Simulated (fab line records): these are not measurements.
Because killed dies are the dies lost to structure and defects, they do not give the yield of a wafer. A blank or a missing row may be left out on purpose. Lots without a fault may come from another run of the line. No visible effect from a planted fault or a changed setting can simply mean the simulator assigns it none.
A lot that was struck, set against a sound lot ; flow nand_harc ; 16 steps out of a route of 1302
Sound: these wafers, L520.2, L520.4, L520.6. Struck: wafer L523.2 (left out: L523.1, L523.4 of the same lot, which were not struck); the cause appears at the end.
Per side, at each step with rows, come the tool, then ch with its chambers, and then its first start. Under that, the readings that differ: sound wafers ; struck wafers ; difference of the means ; sigmas: that difference in standard deviations of wafers without a fault.
alike: words and numbers the same on both sides, and readings whose means are apart by under 2 such deviations; not compared: readings that were withheld, readings missing a value for some wafer, numbers with overlapping values and no deviation given by the record, and bounds like >300 which may hide the same value.
The two part at a step that has a row with sigmas, a row that says differs or no value, or rows on one side only. Numbers that have no deviation but don't overlap get no sigmas and don't part them. A reading missing from all wafers of one side parts the sides only when that side holds two or more wafers.

first, 1 step without rows for these wafers: NHARC_A_DECK1_JOINT_SRD_15.
NHARC_A_DECK1_JOINT_DEP_16: deposits SiO2, target thk 45 nm.
  sound on pecvd-01 ch 0,1, day 15 15:34; struck on pecvd-03 ch 1, day 16 05:08
  alike: heater_power_outer_w, heater_power_w, showerhead_vpp_V, throttle_valve_pct
NHARC_A_DECK1_JOINT_THK_MEAS_17: measures by ellipsometry.
  sound: film_metro-02 at day 15 15:49; struck: film_metro-02 at day 16 05:23
  alike: thk_nm
NHARC_A_DECK1_JOINT_INSPECT_05:
  sound: defect_inspect-02 at day 15 15:51; struck: defect_inspect-02 at day 16 05:25
  alike: raw_defect_count
next comes 1 step that has no rows for these wafers: NHARC_A_ONON_D2_DEP_00 (target thickness 1000 nm).
NHARC_A_ONON_D2_THK_MEAS_02: measures by ellipsometry.
  sound: film_metro-02 at day 15 16:26; struck: film_metro-01 at day 16 06:00
  alike: thk_nm
next comes 1 step that has no rows for these wafers: NHARC_A_ONON_D2_DEP_03 (target thickness 1000 nm).
NHARC_A_ONON_D2_THK_MEAS_05: measures by ellipsometry.
  sound: film_metro-02 at day 15 17:00; struck: film_metro-01 at day 16 06:35
reading;sound;struck;difference;sigmas
thk_nm (nm);1006 1006 1005;962;-44;-4
next comes 1 step that has no rows for these wafers: NHARC_A_ONON_D2_DEP_06 (target thickness 1000 nm).
NHARC_A_ONON_D2_THK_MEAS_08: measures by ellipsometry.
  sound: film_metro-02 at day 15 17:34; struck: film_metro-02 at day 16 07:09
  alike: thk_nm
next comes 1 step that has no rows for these wafers: NHARC_A_ONON_D2_DEP_09 (target thickness 1000 nm).
NHARC_A_ONON_D2_THK_MEAS_11: measures by ellipsometry.
  sound: film_metro-01 at day 15 18:08; struck: film_metro-01 at day 16 07:50
  alike: thk_nm
NHARC_A_ONON_D2_DEP_12: target thk 1000 nm.
  sound on pecvd_onon-04 ch 0, day 15 18:14; struck on pecvd_onon-04 ch 0, day 16 08:02
  alike: n2_flow_sccm, n2o_flow_sccm
NHARC_A_ONON_D2_THK_MEAS_14: measures by ellipsometry.
  sound: film_metro-01 at day 15 18:42; struck: film_metro-01 at day 16 08:32
reading;sound;struck;difference;sigmas
thk_nm (nm);996 995 995;941;-54;-7
then, 1 step without rows for these wafers: NHARC_A_ONON_D2_ANNEAL_15 (time 3600 s).
-- break in the record here, with 12 days between the starts of the struck wafers on either side (left off in module A_ONON_D2, picked up again in module END, where the first step shown is number 1302 on the route) --
NHARC_END_SORT_01:
  here the record holds rows for the struck wafers (prober-01 ch 0, day 28 05:29) but none for the sound ones

WHERE THEY PART
At NHARC_A_ONON_D2_THK_MEAS_05 first; at NHARC_END_SORT_01 last (within this record only).

WHY: what had been put in by the simulator
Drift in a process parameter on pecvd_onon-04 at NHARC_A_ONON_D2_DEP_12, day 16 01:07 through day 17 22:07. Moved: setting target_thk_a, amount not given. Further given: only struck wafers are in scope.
